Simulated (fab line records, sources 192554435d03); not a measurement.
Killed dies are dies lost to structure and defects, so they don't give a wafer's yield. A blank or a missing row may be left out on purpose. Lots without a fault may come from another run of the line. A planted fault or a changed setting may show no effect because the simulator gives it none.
fab line records | flow n5_finfet | part 1 of 2: steps 1 to 24 of 32
record lots=5 wafers=15 last_day=17
route steps=1938 shown TV_LITHO@1884 TV_OPEN@1887 PAD_METAL@1893 PASSIVATION@1897
lots that met no fault: from a run of the same line without faults
start_h: hours from the record's first day to the start of the lot's first wafer shown | wait_h: hours since the lot's step before | " the same as in the row above | L1.1+2: a row that stands for several wafers | - no value, or no start given | * or withheld: withheld | < > ~ a bound
route shown NAME@n: a module of which the file shows steps, and the number in the route of the first | usual: mean/standard deviation of fault-free wafers | same: alike in all rows | chamber/n: place in a boat | sites: the reading at each site | _std_site: their standard deviation | _edge_site: outer sites' mean less inner sites' | radius_mm: how far each site lies from the wafer's centre | mask NAME#n: copy n | behind: the tool/chamber that last shaped the wafer | hold: why the lot was held/for how many hours/how that ended | device: the transistor (n, p or np) that didn't switch | end of line: the same wafers' tests at the end of the route | a step without rows: its recipe alone | killed: dies lost to structure and defects at the first sort, not the wafer's yield | map: a wafer's dies, x killed, . not, _ none there
set.NAME: the setting as run; set.NAME@STEP: as run at that earlier step | model.NAME: the simulator's own value behind a step, which no gauge read
lots at some steps of the route; a table a step, a row a wafer
services: from which hour (start_h, from the record's first day; less than 0 if before it) a tool's chamber was out of use, for how many hours, and why
## steps
# step N5_PASSIVATION_OVL_MEAS_60
# recipe points_per_wafer=44
# usual TV_OVL=-2/5.7
# columns lot.wafer tool chamber start_h wait_h TV_OVL[nm]
L082.1 overlay-01 0 325.27 0.0 -15
L082.5 " 0 " " -9
L082.6 " 0 " " -4
L083.2 overlay-02 0 329.26 0.0 -2
L083.3 " 0 " " -3
L083.4 " 0 " " 9
L084.1 overlay-01 0 329.34 0.0 -5
L084.2 " 0 " " -2
L084.5 " 0 " " -4
L089.2 overlay-02 0 367.12 0.0 -3
L089.3 " 0 " " -5
L089.5 " 0 " " -1
L092.3 overlay-02 0 389.30 0.0 -5
L092.4 " 0 " " -6
L092.6 " 0 " " -8
# step N5_PASSIVATION_INSPECT_61
# recipe mode=adi inspect_instrument=macro
# usual raw_defect_count=2.3/1.5
# columns lot.wafer tool chamber start_h wait_h raw_defect_count
L082.1 defect_inspect-02 - 325.30 0.0 3
L082.5 " - " " 2
L082.6 " - " " 2
L083.2 defect_inspect-02 - 329.28 0.0 3
L083.3 " - " " 3
L083.4 " - " " 3
L084.1 defect_inspect-01 - 329.36 0.0 1
L084.2 " - " " 1
L084.5 " - " " 0
L089.2 defect_inspect-02 - 367.15 0.0 1
L089.3 " - " " 0
L089.5 " - " " 2
L092.3 defect_inspect-01 - 389.33 0.0 3
L092.4 " - " " 2
L092.6 " - " " 3
# step N5_PASSIVATION_DESCUM_12
# recipe chemistry=O2 time_s=7.9 source_power_w=50 bias_power_w=20 pressure_mtorr=20 rf_frequency_hz=2.712e+07 temp_c=40 o2_flow_sccm=225
# usual drypump_motor_current_A=5.7/0.48 o2_flow_sccm=225.0/0.79 oes_product_au=0.80/0.068 rf_vpp_V=242.9/1.2 showerhead_plenum_p_Torr=2.08/0.06 throttle_valve_pct=20.35/0.2
# columns lot.wafer tool chamber start_h wait_h drypump_motor_current_A o2_flow_sccm oes_product_au rf_hours_counter_h rf_vpp_V showerhead_plenum_p_Torr throttle_valve_pct
L082.1 rie_diel-03 2 325.33 0.0 5.8 226.3 0.75 155 245.1 2.09 20.30
L082.5 " 1 " " 6.6 225.1 0.71 - 243.6 2.05 20.38
L082.6 " 2 " " 5.8 225.1 0.74 - 242.7 2.09 20.29
L083.2 rie_diel-01 1 329.66 0.4 5.4 224.9 0.81 79 242.8 2.04 20.08
L083.3 " 3 " " 6.1 223.0 0.80 97 244.8 2.11 20.40
L083.4 " 0 " " 5.5 224.7 0.85 71 240.3 2.02 20.16
L084.1 rie_diel-03 0 329.76 0.4 6.1 225.8 0.77 107 243.7 2.09 20.47
L084.2 " 2 " " 5.8 225.8 0.75 156 243.1 2.09 20.31
L084.5 " 1 " " 6.6 224.4 0.72 - 242.9 2.05 20.38
L089.2 rie_diel-05 2 367.18 0.0 5.0 224.2 0.79 126 241.6 2.00 20.45
L089.3 " 1 " " 6.0 224.3 0.91 40 243.1 2.13 20.00
L089.5 " 0 " " 5.1 224.5 0.67 - 242.2 1.99 20.52
L092.3 rie_diel-05 0 389.49 0.2 5.1 225.6 0.66 248 240.0 1.99 20.52
L092.4 " 3 " " 5.8 224.8 0.96 5 242.5 2.16 20.75
L092.6 " 2 " " 5.1 224.3 0.79 - 242.7 2.00 20.47
# step N5_PASSIVATION_PASS_ETCH_74
# recipe chemistry=CF4/O2 target=SiNx target_depth_a=2200 time_s=110 ion_energy_ev=100 pressure_mtorr=40 source_w=535 bias_w=49 Ar_flow_sccm=100 cf4_flow_sccm=100 O2_flow_sccm=10
# usual O2_flow_sccm=9.999/0.029 cf4_flow_sccm=100.03/0.28 drypump_motor_current_A=5.7/0.48 oes_product_au=0.79/0.064 rf_vpp_V=241/8.8 showerhead_plenum_p_Torr=2.18/0.064 throttle_valve_pct=15.89/0.21
# columns lot.wafer tool chamber start_h wait_h O2_flow_sccm cf4_flow_sccm drypump_motor_current_A oes_product_au rf_hours_counter_h rf_vpp_V showerhead_plenum_p_Torr throttle_valve_pct
L082.1 rie_diel-03 2 325.40 0.0 9.979 99.87 5.8 0.74 155 235 2.20 15.94
L082.5 " 1 " " 10.063 100.33 6.6 0.71 - 247 2.17 16.10
L082.6 " 2 " " 9.949 100.16 5.8 0.73 - 236 2.20 15.94
L083.2 rie_diel-01 1 329.72 0.0 10.070 99.69 5.4 0.80 79 247 2.16 15.71
L083.3 " 3 " " 9.998 100.34 6.1 0.80 97 226 2.24 16.04
L083.4 " 0 " " 9.956 100.14 5.5 0.86 71 243 2.13 15.76
L084.1 rie_diel-03 0 329.82 0.0 10.016 99.53 6.0 0.77 107 250 2.20 15.95
L084.2 " 2 " " 10.008 99.81 5.8 0.73 156 234 2.20 15.94
L084.5 " 1 " " 9.968 100.12 6.6 0.71 - 248 2.17 16.11
L089.2 rie_diel-05 2 367.25 0.0 9.997 99.88 5.0 0.78 126 245 2.11 15.97
L089.3 " 1 " " 9.989 100.23 6.0 0.89 41 240 2.24 15.53
L089.5 " 0 " " 9.969 99.77 5.1 0.66 - 222 2.09 16.01
L092.3 rie_diel-05 0 389.56 0.0 9.995 100.30 5.2 0.67 248 223 2.08 16.03
L092.4 " 3 " " 9.978 100.03 5.8 0.92 5 254 2.27 16.07
L092.6 " 2 " " 9.975 100.47 5.0 0.79 - 244 2.11 16.01
# step N5_PASSIVATION_VIA_ETCH_13
# recipe chemistry=CHF3/O2 target=SiO2 target_depth_a=6600 CHF3_flow_sccm=50 O2_flow_sccm=5 Ar_flow_sccm=200 time_s=330 mask_material=PR pressure_mtorr=30 source_w=650 bias_w=170 ion_energy_ev=200 ends=cleared
# usual O2_flow_sccm=5.001/0.018 drypump_motor_current_A=5.7/0.48 etch_rf_on_time_s=238/6.6 oes_product_au=0.72/0.058 rf_vpp_V=525/19 showerhead_plenum_p_Torr=2.39/0.075 throttle_valve_pct=18.82/0.19
# columns lot.wafer tool chamber start_h wait_h O2_flow_sccm drypump_motor_current_A etch_rf_on_time_s oes_product_au rf_hours_counter_h rf_vpp_V showerhead_plenum_p_Torr throttle_valve_pct
L082.1 rie_diel-03 2 325.49 0.0 4.981 5.8 242 0.67 155 513 2.41 18.84
L082.5 " 1 " " 5.024 6.6 244 0.65 - 537 2.37 18.92
L082.6 " 2 " " 5.002 5.8 243 0.67 - 513 2.41 18.84
L083.2 rie_diel-01 1 329.82 0.0 4.987 5.4 244 0.72 79 535 2.36 18.62
L083.3 " 3 " " 4.981 6.0 240 0.73 97 496 2.46 19.00
L083.4 " 0 " " 5.014 5.5 229 0.75 72 532 2.36 18.81
L084.1 rie_diel-03 0 329.92 0.0 5.025 6.0 229 0.71 107 544 2.40 18.88
L084.2 " 2 " " 4.990 5.8 236 0.67 156 513 2.41 18.85
L084.5 " 1 " " 4.988 6.6 243 0.66 - 539 2.37 18.92
L089.2 rie_diel-05 2 367.34 0.0 5.010 5.0 235 0.71 126 534 2.30 18.83
L089.3 " 1 " " 5.013 6.0 231 0.81 41 524 2.45 18.42
L089.5 " 0 " " 4.998 5.1 251 0.60 - 485 2.28 18.84
L092.3 rie_diel-05 0 389.65 0.0 5.006 5.2 253 0.60 248 487 2.28 18.84
L092.4 " 3 " " 4.992 5.8 246 0.86 6 553 2.48 19.06
L092.6 " 2 " " 4.965 5.0 241 0.71 - 534 2.30 18.84
# step N5_PASSIVATION_STRIP_14
# recipe chemistry=O2 power_w=600 temp_c=60 pressure_mtorr=30 rf_frequency_hz=6e+07 bias_power_w=0 overash_fraction=0.5 o2_flow_sccm=225
# usual drypump_motor_current_A=5.7/0.48 o2_flow_sccm=225.1/0.67 oes_product_au=0.80/0.069 rf_vpp_V=3.8/0.99 showerhead_plenum_p_Torr=2.08/0.06 throttle_valve_pct=16.60/0.19
# same overash_fraction=0.5
# columns lot.wafer tool chamber start_h wait_h drypump_motor_current_A o2_flow_sccm oes_product_au rf_hours_counter_h rf_vpp_V showerhead_plenum_p_Torr throttle_valve_pct
L082.1 rie_diel-03 2 325.69 0.1 5.8 225.5 0.75 155 3.2 2.09 16.64
L082.5 " 1 " " 6.6 225.6 0.72 - 3.7 2.05 16.71
L082.6 " 2 " " 5.8 225.2 0.74 - 4.7 2.09 16.60
L083.2 rie_diel-01 1 330.01 0.1 5.4 226.2 0.82 79 6.1 2.05 16.42
L083.3 " 3 " " 6.0 224.6 0.80 97 3.7 2.11 16.61
L083.4 " 0 " " 5.5 225.5 0.85 72 2.9 2.03 16.41
L084.1 rie_diel-03 0 330.11 0.1 6.1 225.4 0.78 108 2.6 2.09 16.68
L084.2 " 2 " " 5.8 225.4 0.75 156 3.0 2.09 16.65
L084.5 " 1 " " 6.6 224.4 0.71 - 3.1 2.05 16.71
L089.2 rie_diel-05 2 367.53 0.1 5.0 226.2 0.79 126 2.0 2.01 16.72
L089.3 " 1 " " 5.9 225.3 0.92 41 4.1 2.13 16.23
L089.5 " 0 " " 5.1 224.0 0.67 - 4.3 2.00 16.82
L092.3 rie_diel-05 0 389.84 0.1 5.1 225.4 0.67 248 4.3 2.00 16.79
L092.4 " 3 " " 5.8 225.5 0.95 6 2.6 2.17 16.82
L092.6 " 2 " " 5.0 224.1 0.80 - 3.4 2.01 16.70
# step N5_PASSIVATION_ETCH_15
# recipe chemistry=CF4/N2 target=SiCN target_depth_a=750 taper_deg=2 time_s=81.2 ion_energy_ev=150 mask_material=SiNx pressure_mtorr=40 source_w=430 bias_w=70 Ar_flow_sccm=100 cf4_flow_sccm=60 n2_flow_sccm=60
# usual cf4_flow_sccm=60.03/0.2 drypump_motor_current_A=5.7/0.48 oes_product_au=0.79/0.063 rf_vpp_V=381.8/1.8 showerhead_plenum_p_Torr=2.19/0.066 throttle_valve_pct=15.35/0.21
# columns lot.wafer tool chamber start_h wait_h cf4_flow_sccm drypump_motor_current_A oes_product_au rf_hours_counter_h rf_vpp_V showerhead_plenum_p_Torr throttle_valve_pct
L082.1 rie_diel-03 2 - - 60.38 5.8 0.74 155 381.1 2.21 15.44
L082.5 " 1 " " 60.15 6.6 0.73 - 382.9 2.17 15.58
L082.6 " 2 " " 60.33 5.8 0.74 - 382.7 2.21 15.43
L083.2 rie_diel-01 1 - - 59.70 5.4 0.78 79 379.5 2.16 15.18
L083.3 " 3 " " 60.09 6.0 0.80 97 382.4 2.24 15.45
L083.4 " 0 " " 60.09 5.5 0.85 72 381.3 2.14 15.20
L084.1 rie_diel-03 0 - - 60.04 6.0 0.78 108 382.8 2.20 15.42
L084.2 " 2 " " 60.01 5.8 0.74 156 383.0 2.21 15.42
L084.5 " 1 " " 60.50 6.6 0.72 - 382.3 2.17 15.57
L089.2 rie_diel-05 2 - - 59.63 5.0 0.79 126 381.1 2.11 15.39
L089.3 " 1 " " 60.10 6.0 0.89 41 384.3 2.24 14.98
L089.5 " 0 " " 60.17 5.1 0.66 - 379.5 2.09 15.48
L092.3 rie_diel-05 0 - - 59.79 5.1 0.66 248 378.4 2.09 15.50
L092.4 " 3 " " 60.37 5.8 0.93 6 383.4 2.27 15.48
L092.6 " 2 " " 59.45 5.0 0.79 - 380.9 2.11 15.43
# step N5_PASSIVATION_STRIP_73
# recipe chemistry=post_etch_residue_remover time_s=60 temp_c=25 remover_ph=withheld remover_water_wt_pct=withheld remover_fluoride_wt_pct=withheld
# columns lot.wafer tool chamber start_h wait_h
L082.1+5+6 wet_bench-05 2,1,7 325.84 -
L083.2+3+4 wet_bench-03 6,3,4 330.17 -
L084.1+2+5 wet_bench-03 0,3,1 330.28 -
L089.2+3+5 wet_bench-03 6,3,4 367.69 -
L092.3+4+6 wet_bench-04 1,7,6 390.00 -
# step N5_PASSIVATION_SRD_17
# recipe time_s=30 temp_c=23 rinse_liquid=diw dry=n2_spin spin_rpm=1500 dry_time_s=30
# columns lot.wafer tool chamber start_h wait_h
L082.1+5+6 wet_bench-05 2,1,7 325.86 0.0
L083.2+3+4 wet_bench-03 6,3,4 330.19 0.0
L084.1+2+5 wet_bench-03 0,3,1 330.30 0.0
L089.2+3+5 wet_bench-03 6,3,4 367.71 0.0
L092.3+4+6 wet_bench-04 1,7,6 390.02 0.0
# step N5_PASSIVATION_DEGAS_18
# recipe ambient=vacuum temp_c=300 time_s=60
# usual heater_power_w=460/55
# columns lot.wafer tool chamber start_h wait_h heater_power_w
L082.1 pvd_sputter-01 - 326.42 0.5 430
L082.5 " - " " 485
L082.6 " - " " 494
L083.2 pvd_sputter-03 - 330.47 0.3 405
L083.3 " - " " 441
L083.4 " - " " 436
L084.1 pvd_sputter-01 - 334.01 3.7 488
L084.2 " - " " 428
L084.5 " - " " 520
L089.2 pvd_sputter-03 - 368.54 0.8 358
L089.3 " - " " 513
L089.5 " - " " 369
L092.3 pvd_sputter-02 - 390.18 0.1 559
L092.4 " - " " 442
L092.6 " - " " 423
# step N5_PASSIVATION_PRE_CLEAN_19
# recipe gas=H2/He time_s=* temp_c=*
# usual heater_power_w=460/54
# columns lot.wafer tool chamber start_h wait_h heater_power_w
L082.1 pvd_sputter-01 - 326.46 0.0 436
L082.5 " - " " 467
L082.6 " - " " 490
L083.2 pvd_sputter-03 - 330.51 0.0 413
L083.3 " - " " 433
L083.4 " - " " 427
L084.1 pvd_sputter-01 - 334.05 0.0 503
L084.2 " - " " 430
L084.5 " - " " 514
L089.2 pvd_sputter-03 - 368.58 0.0 367
L089.3 " - " " 504
L089.5 " - " " 363
L092.3 pvd_sputter-02 - 390.22 0.0 547
L092.4 " - " " 444
L092.6 " - " " 429
# step N5_PASSIVATION_SPUTTER_20
# recipe material=TaN target_thk_a=500 temp_c=25 chamber_pressure_pa=0.4
# usual throttle_valve_pct=30.0/0.79
# columns lot.wafer tool chamber start_h wait_h throttle_valve_pct
L082.1 pvd_sputter-01 - 326.50 0.0 30.0
L082.5 " - " " 29.7
L082.6 " - " " 29.2
L083.2 pvd_sputter-03 - 330.55 0.0 30.1
L083.3 " - " " 29.8
L083.4 " - " " 29.9
L084.1 pvd_sputter-01 - 334.09 0.0 29.5
L084.2 " - " " 30.5
L084.5 " - " " 30.2
L089.2 pvd_sputter-03 - 368.62 0.0 30.9
L089.3 " - " " 31.2
L089.5 " - " " 30.5
L092.3 pvd_sputter-02 - 390.26 0.0 30.2
L092.4 " - " " 27.7
L092.6 " - " " 30.7
# step N5_PASSIVATION_AL_DEP_21
# recipe material=Al target_thk_a=28000 temp_c=400 time_s=170 power_w=30000 chamber_pressure_pa=0.4 gas=Ar
# usual throttle_valve_pct=30.0/0.77
# columns lot.wafer tool chamber start_h wait_h throttle_valve_pct
L082.1 pvd_sputter-01 - 326.60 0.1 30.6
L082.5 " - " " 29.7
L082.6 " - " " 29.1
L083.2 pvd_sputter-03 - 330.65 0.1 29.9
L083.3 " - " " 29.9
L083.4 " - " " 29.6
L084.1 pvd_sputter-01 - 334.19 0.1 29.4
L084.2 " - " " 30.4
L084.5 " - " " 30.2
L089.2 pvd_sputter-03 - 368.72 0.1 30.6
L089.3 " - " " 31.1
L089.5 " - " " 30.7
L092.3 pvd_sputter-02 - 390.36 0.1 29.9
L092.4 " - " " 27.8
L092.6 " - " " 30.5
# step N5_PASSIVATION_HMDS_23
# recipe time_s=60 temp_c=120
# columns lot.wafer tool chamber start_h wait_h
L082.1+5+6 litho_track-01 0 326.79 0.1
L083.2+3+4 litho_track-01 0 330.84 0.1
L084.1+2+5 litho_track-02 0 334.38 0.1
L089.2+3+5 litho_track-01 0 368.90 0.1
L092.3+4+6 litho_track-02 0 390.55 0.1
# step N5_PASSIVATION_COAT_24
# recipe spin_rpm=3000 resist_thk_nm=withheld
# columns lot.wafer tool chamber start_h wait_h
L082.1+5+6 litho_track-01 0 - -
L083.2+3+4 litho_track-01 0 - -
L084.1+2+5 litho_track-02 0 - -
L089.2+3+5 litho_track-01 0 - -
L092.3+4+6 litho_track-02 0 - -
# step N5_PASSIVATION_EBR_26
# recipe solvent=PGMEA ebr_width_mm=1.5
# columns lot.wafer tool chamber start_h wait_h
L082.1+5+6 litho_track-01 0 - -
L083.2+3+4 litho_track-01 0 - -
L084.1+2+5 litho_track-02 0 - -
L089.2+3+5 litho_track-01 0 - -
L092.3+4+6 litho_track-02 0 - -
# step N5_PASSIVATION_SOFTBAKE_25
# recipe temp_c=100 time_s=90
# columns lot.wafer tool chamber start_h wait_h
L082.1+5+6 litho_track-01 0 - -
L083.2+3+4 litho_track-01 0 - -
L084.1+2+5 litho_track-02 0 - -
L089.2+3+5 litho_track-01 0 - -
L092.3+4+6 litho_track-02 0 - -
# step N5_PASSIVATION_EXPOSE_27
# recipe mask_id=PAD na=0.55 source_shape=conventional sigma_outer=0.8 polarization=unpolarized defocus_nm=0 dose_mj=32.3
# columns lot.wafer tool chamber start_h wait_h mask
L082.1+5+6 krf_scanner-02 0 326.90 - PAD#0
L083.2+3+4 krf_scanner-01 0 331.08 - PAD#0
L084.1+2+5 krf_scanner-02 0 334.61 - PAD#0
L089.2+3+5 krf_scanner-02 0 369.02 - PAD#0
L092.3+4+6 krf_scanner-01 0 390.79 - PAD#0
# step N5_PASSIVATION_PEB_28
# recipe peb_temp_c=withheld peb_time_s=*
# columns lot.wafer tool chamber start_h wait_h
L082.1+5+6 litho_track-02 0 326.96 0.1
L083.2+3+4 litho_track-03 0 331.13 0.0
L084.1+2+5 litho_track-01 0 334.67 0.1
L089.2+3+5 litho_track-02 0 369.07 0.0
L092.3+4+6 litho_track-01 0 390.84 0.0
# step N5_PASSIVATION_DEVELOP_29
# recipe develop_time_s=60 rinse_liquid=diw dry=air_spin dev_temp_c=21
# columns lot.wafer tool chamber start_h wait_h
L082.1+5+6 litho_track-02 0 - -
L083.2+3+4 litho_track-03 0 - -
L084.1+2+5 litho_track-01 0 - -
L089.2+3+5 litho_track-02 0 - -
L092.3+4+6 litho_track-01 0 - -
# step N5_PASSIVATION_HARDBAKE_31
# recipe temp_c=130 time_s=120
# columns lot.wafer tool chamber start_h wait_h
L082.1+5+6 litho_track-02 0 - -
L083.2+3+4 litho_track-03 0 - -
L084.1+2+5 litho_track-01 0 - -
L089.2+3+5 litho_track-02 0 - -
L092.3+4+6 litho_track-01 0 - -
# step N5_PASSIVATION_CD_MEAS_30
# recipe target_cd_nm=4000 landing_energy_ev=500 detector=se_inlens polarity=opening
# usual cd_nm=4001/3.1
# columns lot.wafer tool chamber start_h wait_h cd_nm
L082.1 cd_sem-01 0 327.07 - 4006
L082.5 " 0 " " 4006
L082.6 " 0 " " 4005
L083.2 cd_sem-02 0 331.25 - 3997
L083.3 " 0 " " 3998
L083.4 " 0 " " 3998
L084.1 cd_sem-02 0 334.79 - 3998
L084.2 " 0 " " 4002
L084.5 " 0 " " 3997
L089.2 cd_sem-02 0 369.19 - 4002
L089.3 " 0 " " 4004
L089.5 " 0 " " 4001
L092.3 cd_sem-03 0 390.96 - 4002
L092.4 " 0 " " 4007
L092.6 " 0 " " 4003
# step N5_PASSIVATION_OVL_MEAS_63
# recipe points_per_wafer=44
# usual PAD_OVL=0/5.4
# columns lot.wafer tool chamber start_h wait_h PAD_OVL[nm]
L082.1 overlay-01 0 327.10 0.0 -1
L082.5 " 0 " " -9
L082.6 " 0 " " -3
L083.2 overlay-02 0 331.28 0.0 3
L083.3 " 0 " " 12
L083.4 " 0 " " -2
L084.1 overlay-02 0 334.82 0.0 3
L084.2 " 0 " " 2
L084.5 " 0 " " -5
L089.2 overlay-02 0 369.22 0.0 -13
L089.3 " 0 " " -7
L089.5 " 0 " " -6
L092.3 overlay-02 0 390.99 0.0 6
L092.4 " 0 " " 17
L092.6 " 0 " " 9
# step N5_PASSIVATION_INSPECT_64
# recipe mode=adi inspect_instrument=macro
# usual raw_defect_count=2.1/1.4
# columns lot.wafer tool chamber start_h wait_h raw_defect_count
L082.1 defect_inspect-02 - 327.13 0.0 1
L082.5 " - " " 0
L082.6 " - " " 5
L083.2 defect_inspect-01 - 331.30 0.0 2
L083.3 " - " " 5
L083.4 " - " " 4
L084.1 defect_inspect-01 - 334.84 0.0 3
L084.2 " - " " 3
L084.5 " - " " 1
L089.2 defect_inspect-02 - 369.24 0.0 0
L089.3 " - " " 1
L089.5 " - " " 1
L092.3 defect_inspect-02 - 391.01 0.0 0
L092.4 " - " " 0
L092.6 " - " " 2
